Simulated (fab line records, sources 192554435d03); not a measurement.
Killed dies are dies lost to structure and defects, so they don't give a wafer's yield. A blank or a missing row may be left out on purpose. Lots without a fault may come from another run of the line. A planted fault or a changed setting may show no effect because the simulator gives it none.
Split-lot experiment | flow n5_finfet | 7 lots, 21 wafers read, on a route of 1938 steps

THE SPLIT
At N5_BEOL_M1_TRENCH_ETCH_37 (etches SiOC in C4F6/O2, target depth 55.207 nm, time 29 s), the setting time_s was moved away from the recipe's 29 s on 5 of the 21 wafers read, by -7.1% to +18.7%. The other wafers ran this setting at the recipe's value.

FROM THE SPLIT TO THE READING: what the file shows between them, 2 steps
- N5_BEOL_M1_ETCH_41: etches SiCN in CH3F/O2, target depth 31.9 nm, time 57.8 s
- N5_BEOL_M1_STRIP_97: strips in N2/H2, time 10 s

THE READING
trench_depth_nm, in nm, at N5_BEOL_M1_OCD_MEAS_38. Fault-free wafers of this fab line usually give 55.1 nm, standard deviation 1.3 nm.

wafer  | tool, chamber at the split | time_s as run, s | against the recipe | trench_depth_nm, nm | against lot-mates on the recipe
L081.2 | rie_diel-02, 0             | 29               | recipe             | 55.1                | -
L081.5 | rie_diel-02, 0             | 29               | recipe             | 55.9                | -
L081.6 | rie_diel-02, 3             | 29               | recipe             | 55.9                | -
L083.2 | rie_diel-02, 0             | 29               | recipe             | 55.9                | -
L083.4 | rie_diel-02, 0             | 29               | recipe             | 55.1                | -
L083.5 | rie_diel-02, 1             | 29               | recipe             | 56.2                | -
L085.1 | rie_diel-04, 2             | 32.88            | +13.4%             | 60.0                | +4.1
L085.2 | rie_diel-04, 0             | 32.88            | +13.4%             | 63.5                | +7.6
L085.6 | rie_diel-04, 0             | 29               | recipe             | 55.9                | -
L086.3 | rie_diel-06, 3             | 26.93            | -7.1%              | 50.3                | -5.5
L086.5 | rie_diel-06, 2             | 29               | recipe             | 55.8                | -
L086.6 | rie_diel-06, 3             | 26.93            | -7.1%              | 49.7                | -6.1
L089.3 | rie_diel-06, 0             | 29               | recipe             | 57.3                | -
L089.5 | rie_diel-06, 0             | 34.43            | +18.7%             | 67.2                | +12.2
L089.6 | rie_diel-06, 3             | 29               | recipe             | 52.7                | -
L090.2 | rie_diel-06, 0             | 29               | recipe             | 56.9                | -
L090.4 | rie_diel-06, 2             | 29               | recipe             | 55.1                | -
L090.6 | rie_diel-06, 3             | 29               | recipe             | 53.6                | -
L096.2 | rie_diel-04, 1             | 29               | recipe             | 55.8                | -
L096.3 | rie_diel-04, 0             | 29               | recipe             | 56.0                | -
L096.5 | rie_diel-04, 0             | 29               | recipe             | 56.2                | -

THE FIT
A straight line over all 21 wafers: trench_depth_nm changes by +0.58 nm for each +1% of time_s; r = +0.94; the points scatter about the line by 1.3 nm.
The same after taking each lot's own level away (the mean of its wafers on the recipe; 21 wafers): +0.588 nm for each +1%; r = +0.94; scatter 1.4 nm.
On that fit, the largest move of time_s shifts the reading by 11 nm.
The lots' own levels span 55.00 to 56.00 nm, that is 0.8 times the standard deviation above.
So the lot-to-lot level changes the slope little: the two slopes agree.
Check: with one of the wafers moved furthest among these (+18.7%) left out of the fit, the line predicts +9.58 nm for it against its lot-mates. It came out at +12.2 nm against them.

OTHER SPLITS ON THESE WAFERS
These wafers also went through other splits before the reading. Each is held against what the fit with the lots' levels taken away leaves over:
other split on the same wafers         | wafers away from the commonest value | r with trench_depth_nm (lot level and that fit taken away)
N5_MOL_CONTACT_COAG_ALD_123 ald_cycles | 7                                    | -0.12
N5_MOL_CONTACT_COAG_PECVD_31 temp_c    | 7                                    | +0.48
N5_BEOL_M0_SAQP_EXPOSE_11 dose_mj      | 6                                    | -0.06
N5_BEOL_M0_ETCH_128 source_w           | 11                                   | -0.38
N5_BEOL_M1_ETCH_70 bias_w              | 8                                    | +0.14

THE WHOLE CHAIN: every reading that the file lists as answering this split, in the file's order
step                      | what it does                                              | reading                                                                   | change (the file's fit)               | r (the file's)
N5_BEOL_M1_TRENCH_ETCH_37 | etches SiOC in C4F6/O2, target depth 55.207 nm, time 29 s | BEOL_M1.feature_depth_nm (the simulator's own value, which no gauge read) | +0.596 nm for each +1% of the setting | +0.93
N5_BEOL_M1_TRENCH_ETCH_37 | etches SiOC in C4F6/O2, target depth 55.207 nm, time 29 s | etch.depth_nm (the simulator's own value, which no gauge read)            | +0.594 nm for each +1% of the setting | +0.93
N5_BEOL_M1_OCD_MEAS_38    |                                                           | trench_depth_nm                                                           | +0.598 nm for each +1% of the setting | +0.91

THE FILE'S OWN FIT
trench_depth_nm changes by +0.598 nm for each +1% of time_s, r = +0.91.
